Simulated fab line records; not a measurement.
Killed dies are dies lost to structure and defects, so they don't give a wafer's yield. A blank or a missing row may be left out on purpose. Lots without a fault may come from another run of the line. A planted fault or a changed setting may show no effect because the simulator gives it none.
fab line records	flow n5_finfet
[record] lots = 24	wafers = 72	last_day = 19
route steps=1938 shown BEOL_M1@786
lots that met no fault: taken from a fault-free run of the same line
start_h: start of the lot's first displayed wafer, in hours after the record's first day	wait_h: hours elapsed since this lot's preceding step	" same as the row above	L1.1+2: a single row standing in for several wafers	- no value, or no start given	* or withheld: withheld	< > ~ a bound
route shown NAME@n: a module of which the file shows steps, and the number in the route of the first	usual: mean and standard deviation over wafers with no fault	same: alike in all rows	chamber/n: place in a boat	sites: per-site readings	_std_site: standard deviation of those values	_edge_site: inner sites' mean taken away from outer sites' mean	radius_mm: how far each site lies from the wafer's centre	mask NAME#n: copy n	behind: the last tool/chamber to shape the wafer	hold: cause of the lot's hold/its duration in hours/its outcome	device: transistor that didn't switch, given as n, p or np	end of line: the tests these same wafers got at the end of their route	a step without rows: its recipe alone	killed: dies lost to structure and defects at the first sort, not the wafer's yield	map: per-die view of a wafer (x killed, . not killed, _ where there is no die)
set.NAME: the setting that was run; set.NAME@STEP: the one run at that earlier step	model.NAME: the simulator's own value behind a step, which no gauge read
one table for each step of the route and one row for each wafer, over a sample of lots
services: the hour from which a tool's chamber was out of use, counted from the record's first day as start_h (under 0 if before that day), plus the number of hours and why
[[steps]]
[step N5_BEOL_M1_CD_MEAS_28]
[recipe] landing_energy_ev = 500	detector = se_inlens	target_cd_y_nm = 23.3
[usual] cd_nm = 23.89/0.28
lot.wafer	tool	chamber	start_h	wait_h	cd_nm
L074.2	cd_sem-02	0	122.39	-	24.04
L074.3	"	0	"	"	24.11
L074.5	"	0	"	"	23.84
L075.3	cd_sem-03	0	131.46	-	23.64
L075.4	"	0	"	"	23.96
L075.6	"	0	"	"	24.01
L076.1	cd_sem-02	0	135.15	-	23.64
L076.2	"	0	"	"	23.97
L076.6	"	0	"	"	24.11
L077.3	cd_sem-01	0	143.17	-	24.11
L077.4	"	0	"	"	24.34
L077.5	"	0	"	"	23.73
L078.1	cd_sem-02	0	143.86	-	23.80
L078.2	"	0	"	"	23.61
L078.4	"	0	"	"	23.79
L080.1	cd_sem-03	0	157.06	-	23.69
L080.2	"	0	"	"	23.94
L080.6	"	0	"	"	23.84
L079.1	cd_sem-03	0	160.81	-	23.42
L079.3	"	0	"	"	23.59
L079.6	"	0	"	"	23.38
L081.1	cd_sem-02	0	162.74	-	24.31
L081.4	"	0	"	"	24.59
L081.6	"	0	"	"	23.79
L083.2	cd_sem-01	0	176.73	-	23.34
L083.3	"	0	"	"	23.85
L083.4	"	0	"	"	23.81
L082.2	cd_sem-03	0	177.88	-	24.17
L082.4	"	0	"	"	24.44
L082.5	"	0	"	"	24.42
L084.4	cd_sem-02	0	186.09	-	23.62
L084.5	"	0	"	"	24.01
L084.6	"	0	"	"	23.74
L085.3	cd_sem-01	0	191.79	-	24.07
L085.4	"	0	"	"	23.68
L085.5	"	0	"	"	23.56
L086.1	cd_sem-03	0	195.39	-	23.98
L086.3	"	0	"	"	23.99
L086.5	"	0	"	"	24.38
L087.3	cd_sem-01	0	199.16	-	23.90
L087.4	"	0	"	"	23.82
L087.6	"	0	"	"	24.48
L088.1	cd_sem-01	0	212.61	-	23.98
L088.3	"	0	"	"	23.75
L088.4	"	0	"	"	23.62
L089.1	cd_sem-03	0	217.13	-	24.45
L089.2	"	0	"	"	23.88
L089.6	"	0	"	"	24.27
L090.1	cd_sem-03	0	219.38	-	23.73
L090.2	"	0	"	"	23.90
L090.4	"	0	"	"	24.10
L091.4	cd_sem-03	0	222.73	-	24.63
L091.5	"	0	"	"	23.37
L091.6	"	0	"	"	23.80
L092.1	cd_sem-03	0	232.09	-	23.96
L092.3	"	0	"	"	23.49
L092.4	"	0	"	"	23.57
L093.1	cd_sem-02	0	234.72	-	23.22
L093.2	"	0	"	"	24.21
L093.5	"	0	"	"	23.94
L094.1	cd_sem-02	0	248.09	-	24.22
L094.3	"	0	"	"	24.09
L094.5	"	0	"	"	24.10
L095.4	cd_sem-02	0	257.75	-	24.00
L095.5	"	0	"	"	23.81
L095.6	"	0	"	"	23.83
L096.3	cd_sem-01	0	257.80	-	24.29
L096.5	"	0	"	"	24.24
L096.6	"	0	"	"	23.95
L097.2	cd_sem-01	0	266.70	-	24.04
L097.3	"	0	"	"	23.85
L097.5	"	0	"	"	23.69
[step N5_BEOL_M1_ALD_84]
[recipe] material = TaN	target_thk_a = *	temp_c = 275	ald_precursor_family = PDMAT	ald_co_reactant = NH3	pressure_torr = 3	carrier_flow_sccm = 1500	pulse_time_s = 2	purge_time_s = 3	co_reactant_purge_time_s = 2	co_reactant_pulse_time_s = 3	ald_cycles = 30	precursor_vessel_temp_c = 75	precursor_vessel_pressure_torr = 26.25	precursor_vessel_carrier_sccm = 1000
[usual] chamber_pressure_Torr = 3.000/0.0066	heater_power_w = 429/65	susceptor_temp_C = 275.00/0.17
[same] co_reactant_purge_time_s = 2
lot.wafer	tool	chamber	start_h	wait_h	chamber_pressure_Torr	heater_power_w	susceptor_temp_C
L074.2	ald_metal-02	1	130.41	0.0	3.010	460	274.96
L074.3	"	2	"	"	3.001	397	274.89
L074.5	"	1	"	"	2.991	456	274.78
L075.3	ald_metal-04	3	134.57	0.3	3.000	351	275.06
L075.4	"	2	"	"	3.001	508	274.73
L075.6	"	1	"	"	2.995	462	274.83
L076.1	ald_metal-01	3	138.26	0.0	2.990	557	274.90
L076.2	"	2	"	"	2.998	422	275.15
L076.6	"	0	"	"	2.999	406	274.89
L077.3	ald_metal-01	0	152.39	0.1	2.995	384	275.09
L077.4	"	3	"	"	2.995	552	274.83
L077.5	"	0	"	"	3.002	401	275.18
L078.1	ald_metal-01	0	156.23	0.0	2.991	387	275.00
L078.2	"	1	"	"	3.004	357	274.93
L078.4	"	3	"	"	3.004	571	274.94
L080.1	ald_metal-01	2	162.70	0.1	2.995	417	274.76
L080.2	"	1	"	"	3.001	357	274.85
L080.6	"	0	"	"	3.008	389	274.99
L081.1	ald_metal-04	2	166.06	0.0	3.002	511	275.04
L081.4	"	1	"	"	3.000	452	274.86
L081.6	"	3	"	"	2.999	358	275.13
L079.1	ald_metal-01	2	166.34	0.0	3.008	424	274.72
L079.3	"	1	"	"	2.997	354	274.99
L079.6	"	1	"	"	3.009	354	274.76
L083.2	ald_metal-04	3	181.61	0.0	2.997	351	274.77
L083.3	"	2	"	"	2.992	517	274.88
L083.4	"	1	"	"	3.006	463	275.13
L082.2	ald_metal-02	0	190.51	0.1	2.991	403	275.14
L082.4	"	3	"	"	3.006	352	275.18
L082.5	"	2	"	"	2.994	396	275.36
L084.4	ald_metal-04	2	198.89	0.1	2.990	500	275.07
L084.5	"	2	"	"	2.991	498	274.92
L084.6	"	1	"	"	3.004	457	274.99
L085.3	ald_metal-02	3	199.99	0.0	2.993	356	275.15
L085.4	"	0	"	"	2.994	397	275.26
L085.5	"	3	"	"	3.004	350	275.13
L086.1	ald_metal-01	1	208.35	0.0	3.007	359	274.64
L086.3	"	0	"	"	2.979	388	275.27
L086.5	"	3	"	"	2.994	571	274.97
L087.3	ald_metal-01	0	209.63	0.0	3.002	380	274.96
L087.4	"	1	"	"	3.006	354	275.03
L087.6	"	1	"	"	3.002	350	275.02
L088.1	ald_metal-02	0	224.77	0.0	3.000	394	274.89
L088.3	"	1	"	"	2.994	449	274.90
L088.4	"	2	"	"	3.001	407	274.85
L089.1	ald_metal-04	1	227.94	0.1	3.001	460	275.18
L089.2	"	3	"	"	2.996	353	275.32
L089.6	"	2	"	"	3.002	518	274.91
L090.1	ald_metal-01	2	230.42	0.0	3.002	421	274.49
L090.2	"	0	"	"	2.998	391	274.96
L090.4	"	3	"	"	2.991	564	275.08
L091.4	ald_metal-04	3	243.25	0.0	3.000	349	275.12
L091.5	"	2	"	"	2.997	513	274.93
L091.6	"	3	"	"	3.004	351	274.79
L092.1	ald_metal-04	2	247.47	0.0	3.007	502	274.87
L092.3	"	3	"	"	3.005	362	275.38
L092.4	"	1	"	"	3.000	468	274.83
L093.1	ald_metal-01	0	247.62	0.2	3.004	388	275.14
L093.2	"	2	"	"	2.997	415	274.88
L093.5	"	0	"	"	3.011	385	274.90
L094.1	ald_metal-01	1	265.66	0.1	3.002	356	274.75
L094.3	"	3	"	"	3.010	546	275.30
L094.5	"	2	"	"	3.015	417	275.05
L095.4	ald_metal-01	3	265.99	0.0	3.005	549	275.08
L095.5	"	3	"	"	3.005	567	275.07
L095.6	"	0	"	"	2.995	389	275.11
L096.3	ald_metal-04	0	266.12	0.1	3.000	456	275.06
L096.5	"	2	"	"	2.989	505	274.93
L096.6	"	1	"	"	3.011	464	275.01
L097.2	ald_metal-02	1	269.06	0.2	2.989	462	275.11
L097.3	"	0	"	"	2.998	400	275.17
L097.5	"	0	"	"	3.002	398	274.92
[step N5_BEOL_M1_SPUTTER_79]
[recipe] material = Cu	target_thk_a = 45	temp_c = -20	chamber_pressure_pa = 0.07	power_w = withheld	time_s = 8.29
[usual] chuck_sensor_temp_C = -16.3/0.41	susceptor_temp_C = -19.99/0.11	throttle_valve_pct = 30.1/0.96
lot.wafer	tool	chamber	start_h	wait_h	chuck_sensor_temp_C	susceptor_temp_C	throttle_valve_pct
L074.2	pvd_sputter-02	-	131.15	0.1	-16.2	-20.18	30.3
L074.3	"	-	"	"	-16.5	-19.80	28.2
L074.5	"	-	"	"	-16.4	-19.90	28.4
L075.3	pvd_sputter-03	-	135.35	0.1	-16.8	-19.83	30.5
L075.4	"	-	"	"	-15.9	-20.07	30.4
L075.6	"	-	"	"	-16.1	-20.16	30.3
L076.1	pvd_sputter-02	-	138.98	0.1	-16.0	-19.95	30.3
L076.2	"	-	"	"	-16.7	-20.11	31.0
L076.6	"	-	"	"	-16.4	-19.93	28.4
L077.3	pvd_sputter-03	-	153.38	0.1	-16.7	-19.86	30.1
L077.4	"	-	"	"	-16.3	-20.03	30.8
L077.5	"	-	"	"	-16.1	-20.02	30.6
L078.1	pvd_sputter-03	-	157.10	0.1	-15.9	-19.85	30.5
L078.2	"	-	"	"	-16.8	-20.09	30.2
L078.4	"	-	"	"	-16.0	-19.96	30.3
L080.1	pvd_sputter-01	-	164.16	0.1	-16.6	-20.01	29.9
L080.2	"	-	"	"	-16.5	-19.96	28.0
L080.6	"	-	"	"	-16.6	-19.90	30.0
L081.1	pvd_sputter-01	-	166.80	0.1	-16.6	-20.00	30.1
L081.4	"	-	"	"	-16.0	-20.04	30.9
L081.6	"	-	"	"	-16.7	-19.86	28.0
L079.1	pvd_sputter-01	-	168.64	0.1	-16.0	-19.95	31.1
L079.3	"	-	"	"	-17.0	-20.06	30.5
L079.6	"	-	"	"	-16.6	-19.74	28.0
L083.2	pvd_sputter-03	-	182.55	0.1	-16.8	-20.23	30.3
L083.3	"	-	"	"	-16.2	-19.87	31.0
L083.4	"	-	"	"	-15.8	-20.01	30.3
L082.2	pvd_sputter-01	-	191.39	0.1	-15.9	-20.25	30.8
L082.4	"	-	"	"	-16.6	-20.09	27.9
L082.5	"	-	"	"	-16.8	-19.94	30.0
L084.4	pvd_sputter-02	-	199.61	0.1	-16.3	-19.95	28.1
L084.5	"	-	"	"	-16.0	-20.08	29.8
L084.6	"	-	"	"	-16.1	-19.96	30.4
L085.3	pvd_sputter-01	-	201.30	0.1	-15.9	-19.91	30.8
L085.4	"	-	"	"	-17.1	-19.90	30.5
L085.5	"	-	"	"	-16.7	-19.86	30.2
L086.1	pvd_sputter-01	-	209.23	0.1	-16.8	-19.99	30.0
L086.3	"	-	"	"	-15.8	-20.16	31.0
L086.5	"	-	"	"	-15.9	-20.06	30.9
L087.3	pvd_sputter-01	-	211.07	0.1	-17.0	-19.74	30.3
L087.4	"	-	"	"	-15.8	-20.12	30.8
L087.6	"	-	"	"	-16.4	-19.88	28.1
L088.1	pvd_sputter-02	-	225.46	0.1	-16.3	-19.97	28.4
L088.3	"	-	"	"	-16.3	-19.95	30.1
L088.4	"	-	"	"	-16.0	-19.98	30.3
L089.1	pvd_sputter-03	-	228.70	0.1	-16.2	-19.91	31.0
L089.2	"	-	"	"	-15.5	-20.08	30.4
L089.6	"	-	"	"	-16.7	-19.95	30.4
L090.1	pvd_sputter-02	-	231.18	0.1	-16.2	-20.05	29.7
L090.2	"	-	"	"	-16.8	-20.07	31.4
L090.4	"	-	"	"	-16.2	-20.13	30.3
L091.4	pvd_sputter-02	-	244.99	0.1	-16.3	-20.16	28.3
L091.5	"	-	"	"	-16.2	-19.94	29.8
L091.6	"	-	"	"	-16.3	-20.00	30.3
L092.1	pvd_sputter-01	-	248.29	0.1	-16.1	-19.81	30.9
L092.3	"	-	"	"	-17.1	-20.04	30.5
L092.4	"	-	"	"	-16.5	-20.09	28.2
L093.1	pvd_sputter-02	-	249.99	0.1	-16.3	-19.89	29.9
L093.2	"	-	"	"	-16.0	-20.12	30.4
L093.5	"	-	"	"	-16.1	-19.85	30.0
L094.1	pvd_sputter-02	-	266.40	0.1	-16.2	-20.14	29.7
L094.3	"	-	"	"	-16.2	-20.02	28.2
L094.5	"	-	"	"	-16.6	-20.17	31.2
L095.4	pvd_sputter-03	-	266.68	0.1	-16.2	-19.93	31.1
L095.5	"	-	"	"	-16.3	-20.05	31.1
L095.6	"	-	"	"	-15.3	-19.99	30.1
L096.3	pvd_sputter-01	-	267.20	0.1	-16.0	-19.97	31.2
L096.5	"	-	"	"	-16.6	-20.12	28.2
L096.6	"	-	"	"	-17.2	-19.87	30.6
L097.2	pvd_sputter-03	-	269.84	0.1	-15.7	-20.04	30.0
L097.3	"	-	"	"	-16.3	-19.93	31.1
L097.5	"	-	"	"	-16.2	-20.04	31.1
[step N5_BEOL_M1_ANNEAL_87]
[recipe] temp_c = 400	time_s = 240	ambient = vacuum
[usual] heater_power_w = 820/85	susceptor_temp_C = 400.02/0.24
lot.wafer	tool	chamber	start_h	wait_h	heater_power_w	susceptor_temp_C
L074.2	pvd_sputter-02	-	131.67	0.0	909	400.06
L074.3	"	-	"	"	993	400.22
L074.5	"	-	"	"	991	400.39
L075.3	pvd_sputter-03	-	135.87	0.0	738	400.35
L075.4	"	-	"	"	856	400.08
L075.6	"	-	"	"	839	400.19
L076.1	pvd_sputter-02	-	139.50	0.0	900	400.04
L076.2	"	-	"	"	868	400.10
L076.6	"	-	"	"	953	400.16
L077.3	pvd_sputter-03	-	153.90	0.0	727	400.02
L077.4	"	-	"	"	863	400.39
L077.5	"	-	"	"	817	399.95
L078.1	pvd_sputter-03	-	157.62	0.0	836	399.84
L078.2	"	-	"	"	724	399.93
L078.4	"	-	"	"	841	399.76
L080.1	pvd_sputter-01	-	164.68	0.0	733	400.54
L080.2	"	-	"	"	752	400.38
L080.6	"	-	"	"	750	400.14
L081.1	pvd_sputter-01	-	167.32	0.0	757	400.26
L081.4	"	-	"	"	888	399.90
L081.6	"	-	"	"	764	399.84
L079.1	pvd_sputter-01	-	169.16	0.0	881	399.94
L079.3	"	-	"	"	826	400.03
L079.6	"	-	"	"	777	399.98
L083.2	pvd_sputter-03	-	183.07	0.0	714	399.92
L083.3	"	-	"	"	851	400.22
L083.4	"	-	"	"	819	399.59
L082.2	pvd_sputter-01	-	191.91	0.0	890	399.88
L082.4	"	-	"	"	753	399.95
L082.5	"	-	"	"	745	399.82
L084.4	pvd_sputter-02	-	200.13	0.0	985	399.78
L084.5	"	-	"	"	770	399.90
L084.6	"	-	"	"	899	400.03
L085.3	pvd_sputter-01	-	201.82	0.0	892	399.85
L085.4	"	-	"	"	815	399.98
L085.5	"	-	"	"	738	399.83
L086.1	pvd_sputter-01	-	209.75	0.0	769	399.69
L086.3	"	-	"	"	903	399.76
L086.5	"	-	"	"	897	399.68
L087.3	pvd_sputter-01	-	211.59	0.0	817	399.90
L087.4	"	-	"	"	886	400.66
L087.6	"	-	"	"	754	399.76
L088.1	pvd_sputter-02	-	225.98	0.0	960	400.27
L088.3	"	-	"	"	776	400.03
L088.4	"	-	"	"	918	400.52
L089.1	pvd_sputter-03	-	229.22	0.0	847	400.04
L089.2	"	-	"	"	662	399.98
L089.6	"	-	"	"	734	400.12
L090.1	pvd_sputter-02	-	231.70	0.0	795	400.30
L090.2	"	-	"	"	859	400.13
L090.4	"	-	"	"	922	399.87
L091.4	pvd_sputter-02	-	245.51	0.0	989	399.67
L091.5	"	-	"	"	788	399.88
L091.6	"	-	"	"	903	399.94
L092.1	pvd_sputter-01	-	248.81	0.0	886	400.24
L092.3	"	-	"	"	808	400.10
L092.4	"	-	"	"	761	399.52
L093.1	pvd_sputter-02	-	250.51	0.0	797	399.72
L093.2	"	-	"	"	916	399.77
L093.5	"	-	"	"	804	400.00
L094.1	pvd_sputter-02	-	266.92	0.0	767	399.98
L094.3	"	-	"	"	982	400.60
L094.5	"	-	"	"	861	400.28
L095.4	pvd_sputter-03	-	267.20	0.0	876	399.38
L095.5	"	-	"	"	855	399.86
L095.6	"	-	"	"	668	400.05
L096.3	pvd_sputter-01	-	267.72	0.0	886	400.05
L096.5	"	-	"	"	769	400.18
L096.6	"	-	"	"	820	400.36
L097.2	pvd_sputter-03	-	270.36	0.0	664	400.05
L097.3	"	-	"	"	879	400.21
L097.5	"	-	"	"	855	400.07
[step N5_BEOL_M1_SPUTTER_92]
[recipe] material = Cu	target_thk_a = 45	temp_c = -20	chamber_pressure_pa = 0.07	power_w = withheld	time_s = 8.29
[usual] chuck_sensor_temp_C = -16.3/0.42	susceptor_temp_C = -20.01/0.11	throttle_valve_pct = 30.1/0.94
lot.wafer	tool	chamber	start_h	wait_h	chuck_sensor_temp_C	susceptor_temp_C	throttle_valve_pct
L074.2	pvd_sputter-02	-	132.25	0.1	-16.0	-19.96	30.3
L074.3	"	-	"	"	-16.4	-20.19	28.3
L074.5	"	-	"	"	-16.4	-20.12	28.3
L075.3	pvd_sputter-03	-	136.45	0.1	-16.7	-19.98	30.3
L075.4	"	-	"	"	-15.9	-20.01	30.4
L075.6	"	-	"	"	-15.7	-19.99	30.5
L076.1	pvd_sputter-02	-	140.08	0.1	-16.2	-19.86	30.4
L076.2	"	-	"	"	-16.6	-19.99	31.2
L076.6	"	-	"	"	-16.3	-20.10	28.4
L077.3	pvd_sputter-03	-	154.48	0.1	-16.8	-20.17	30.3
L077.4	"	-	"	"	-16.2	-19.99	31.0
L077.5	"	-	"	"	-15.9	-20.05	30.1
L078.1	pvd_sputter-03	-	158.20	0.1	-16.0	-19.90	30.4
L078.2	"	-	"	"	-16.8	-20.27	30.5
L078.4	"	-	"	"	-15.8	-19.97	30.3
L080.1	pvd_sputter-01	-	165.26	0.1	-16.7	-20.03	29.7
L080.2	"	-	"	"	-16.5	-19.91	28.3
L080.6	"	-	"	"	-16.5	-20.15	29.9
L081.1	pvd_sputter-01	-	167.90	0.1	-16.6	-20.02	29.7
L081.4	"	-	"	"	-15.8	-19.79	31.0
L081.6	"	-	"	"	-16.4	-19.81	28.1
L079.1	pvd_sputter-01	-	169.74	0.1	-15.8	-19.97	31.2
L079.3	"	-	"	"	-17.1	-20.02	30.6
L079.6	"	-	"	"	-16.6	-19.88	28.1
L083.2	pvd_sputter-03	-	183.65	0.1	-16.8	-19.85	30.2
L083.3	"	-	"	"	-16.3	-20.15	30.8
L083.4	"	-	"	"	-15.9	-19.96	30.4
L082.2	pvd_sputter-01	-	192.49	0.1	-15.9	-19.92	30.9
L082.4	"	-	"	"	-16.5	-20.00	28.1
L082.5	"	-	"	"	-16.7	-20.21	29.9
L084.4	pvd_sputter-02	-	200.71	0.1	-16.4	-20.06	28.2
L084.5	"	-	"	"	-16.2	-20.08	30.0
L084.6	"	-	"	"	-16.1	-20.06	30.4
L085.3	pvd_sputter-01	-	202.40	0.1	-16.0	-20.11	31.1
L085.4	"	-	"	"	-17.1	-19.88	30.8
L085.5	"	-	"	"	-16.6	-20.19	30.1
L086.1	pvd_sputter-01	-	210.33	0.1	-16.6	-19.97	30.1
L086.3	"	-	"	"	-15.9	-20.03	31.0
L086.5	"	-	"	"	-15.9	-20.01	31.1
L087.3	pvd_sputter-01	-	212.17	0.1	-17.1	-20.07	30.5
L087.4	"	-	"	"	-15.7	-19.80	30.9
L087.6	"	-	"	"	-16.5	-19.98	28.2
L088.1	pvd_sputter-02	-	226.56	0.1	-16.3	-20.03	28.1
L088.3	"	-	"	"	-16.2	-20.04	30.0
L088.4	"	-	"	"	-16.1	-19.83	30.5
L089.1	pvd_sputter-03	-	229.80	0.1	-16.2	-19.86	30.9
L089.2	"	-	"	"	-15.5	-20.20	30.1
L089.6	"	-	"	"	-16.7	-20.16	30.3
L090.1	pvd_sputter-02	-	232.28	0.1	-16.1	-20.14	29.9
L090.2	"	-	"	"	-16.6	-20.20	31.0
L090.4	"	-	"	"	-16.1	-20.15	30.3
L091.4	pvd_sputter-02	-	246.09	0.1	-16.4	-20.10	28.1
L091.5	"	-	"	"	-16.3	-19.85	29.9
L091.6	"	-	"	"	-16.1	-20.02	30.4
L092.1	pvd_sputter-01	-	249.39	0.1	-15.9	-20.02	31.0
L092.3	"	-	"	"	-17.2	-19.96	30.6
L092.4	"	-	"	"	-16.6	-19.94	28.3
L093.1	pvd_sputter-02	-	251.09	0.1	-16.2	-20.11	29.9
L093.2	"	-	"	"	-16.2	-20.05	30.5
L093.5	"	-	"	"	-16.2	-19.93	29.9
L094.1	pvd_sputter-02	-	267.50	0.1	-16.1	-19.98	30.0
L094.3	"	-	"	"	-16.4	-19.91	28.2
L094.5	"	-	"	"	-16.6	-19.89	30.8
L095.4	pvd_sputter-03	-	267.78	0.1	-16.4	-20.00	31.2
L095.5	"	-	"	"	-16.2	-19.99	30.9
L095.6	"	-	"	"	-15.6	-20.09	30.0
L096.3	pvd_sputter-01	-	268.30	0.1	-15.8	-19.93	30.9
L096.5	"	-	"	"	-16.5	-19.95	28.1
L096.6	"	-	"	"	-17.0	-20.03	30.7
L097.2	pvd_sputter-03	-	270.94	0.1	-15.7	-19.95	30.1
L097.3	"	-	"	"	-16.3	-19.91	31.3
L097.5	"	-	"	"	-16.4	-19.83	30.7
[step N5_BEOL_M1_SPUTTER_94]
[recipe] material = Cu	target_thk_a = 45	temp_c = -20	chamber_pressure_pa = 0.07	power_w = withheld	time_s = 8.29
[usual] chuck_sensor_temp_C = -16.3/0.42	susceptor_temp_C = -20.00/0.11	throttle_valve_pct = 30.1/0.94
lot.wafer	tool	chamber	start_h	wait_h	chuck_sensor_temp_C	susceptor_temp_C	throttle_valve_pct
L074.2	pvd_sputter-02	-	132.47	0.1	-16.2	-19.95	30.3
L074.3	"	-	"	"	-16.5	-19.82	28.4
L074.5	"	-	"	"	-16.3	-19.76	28.3
L075.3	pvd_sputter-03	-	136.67	0.1	-16.7	-20.06	30.3
L075.4	"	-	"	"	-15.9	-19.87	30.3
L075.6	"	-	"	"	-15.9	-19.72	30.5
L076.1	pvd_sputter-02	-	140.30	0.1	-16.0	-20.01	30.2
L076.2	"	-	"	"	-16.6	-19.91	31.1
L076.6	"	-	"	"	-16.6	-20.08	28.6
L077.3	pvd_sputter-03	-	154.70	0.1	-16.7	-20.08	30.5
L077.4	"	-	"	"	-16.2	-19.92	31.2
L077.5	"	-	"	"	-15.8	-19.68	30.0
L078.1	pvd_sputter-03	-	158.42	0.1	-16.0	-20.07	30.5
L078.2	"	-	"	"	-16.8	-19.98	30.4
L078.4	"	-	"	"	-16.1	-20.11	30.2
L080.1	pvd_sputter-01	-	165.48	0.1	-16.6	-20.13	30.1
L080.2	"	-	"	"	-16.6	-19.91	28.1
L080.6	"	-	"	"	-16.5	-20.08	29.9
L081.1	pvd_sputter-01	-	168.12	0.1	-16.5	-19.95	30.0
L081.4	"	-	"	"	-15.9	-20.00	30.9
L081.6	"	-	"	"	-16.7	-20.09	28.3
L079.1	pvd_sputter-01	-	169.96	0.1	-15.9	-20.12	31.1
L079.3	"	-	"	"	-17.0	-20.30	30.6
L079.6	"	-	"	"	-16.6	-20.00	28.1
L083.2	pvd_sputter-03	-	183.87	0.1	-16.7	-19.84	30.4
L083.3	"	-	"	"	-16.2	-20.15	30.8
L083.4	"	-	"	"	-16.0	-20.06	30.4
L082.2	pvd_sputter-01	-	192.71	0.1	-15.9	-20.04	31.2
L082.4	"	-	"	"	-16.7	-19.98	28.0
L082.5	"	-	"	"	-16.4	-20.06	30.4
L084.4	pvd_sputter-02	-	200.93	0.1	-16.4	-20.02	28.5
L084.5	"	-	"	"	-16.2	-19.95	29.7
L084.6	"	-	"	"	-16.1	-19.81	30.3
L085.3	pvd_sputter-01	-	202.62	0.1	-15.9	-19.87	30.8
L085.4	"	-	"	"	-17.3	-20.01	30.5
L085.5	"	-	"	"	-16.5	-20.13	29.8
L086.1	pvd_sputter-01	-	210.55	0.1	-16.7	-20.04	29.8
L086.3	"	-	"	"	-15.9	-19.98	31.1
L086.5	"	-	"	"	-15.9	-20.03	30.9
L087.3	pvd_sputter-01	-	212.39	0.1	-17.1	-19.95	30.2
L087.4	"	-	"	"	-15.9	-20.15	30.9
L087.6	"	-	"	"	-16.4	-20.16	28.2
L088.1	pvd_sputter-02	-	226.78	0.1	-16.5	-20.02	28.2
L088.3	"	-	"	"	-16.3	-20.07	29.9
L088.4	"	-	"	"	-16.1	-20.05	30.3
L089.1	pvd_sputter-03	-	230.02	0.1	-16.3	-19.89	31.2
L089.2	"	-	"	"	-15.6	-19.94	30.2
L089.6	"	-	"	"	-16.8	-20.11	30.3
L090.1	pvd_sputter-02	-	232.50	0.1	-16.0	-20.03	29.9
L090.2	"	-	"	"	-16.7	-20.02	31.2
L090.4	"	-	"	"	-16.2	-20.12	30.2
L091.4	pvd_sputter-02	-	246.31	0.1	-16.5	-20.14	28.3
L091.5	"	-	"	"	-16.1	-19.98	29.8
L091.6	"	-	"	"	-16.1	-20.23	30.7
L092.1	pvd_sputter-01	-	249.61	0.1	-16.0	-20.25	30.9
L092.3	"	-	"	"	-17.1	-20.09	30.4
L092.4	"	-	"	"	-16.4	-20.00	28.2
L093.1	pvd_sputter-02	-	251.31	0.1	-16.2	-20.06	29.8
L093.2	"	-	"	"	-16.0	-19.81	30.3
L093.5	"	-	"	"	-16.1	-20.20	30.0
L094.1	pvd_sputter-02	-	267.72	0.1	-16.2	-20.11	29.9
L094.3	"	-	"	"	-16.5	-20.06	28.3
L094.5	"	-	"	"	-16.6	-20.10	31.0
L095.4	pvd_sputter-03	-	268.00	0.1	-16.5	-20.11	31.0
L095.5	"	-	"	"	-16.4	-20.08	31.0
L095.6	"	-	"	"	-15.6	-20.00	30.0
L096.3	pvd_sputter-01	-	268.52	0.1	-15.8	-20.01	31.2
L096.5	"	-	"	"	-16.4	-19.98	28.3
L096.6	"	-	"	"	-17.1	-20.01	30.5
L097.2	pvd_sputter-03	-	271.16	0.1	-15.7	-19.99	29.9
L097.3	"	-	"	"	-16.4	-20.22	31.2
L097.5	"	-	"	"	-16.3	-19.91	31.0
[[services]]
tool	chamber	start_h	hours	kind
pvd_sputter-03	-	138.10	13.5	repair
ald_metal-01	2	150.83	5.3	repair
pvd_sputter-02	-	177.90	0.7	repair
ald_metal-04	-	205.36	2.8	pm
ald_metal-02	3	253.62	16.2	repair
ald_metal-02	-	261.33	0.9	repair
[[key]]
fault none
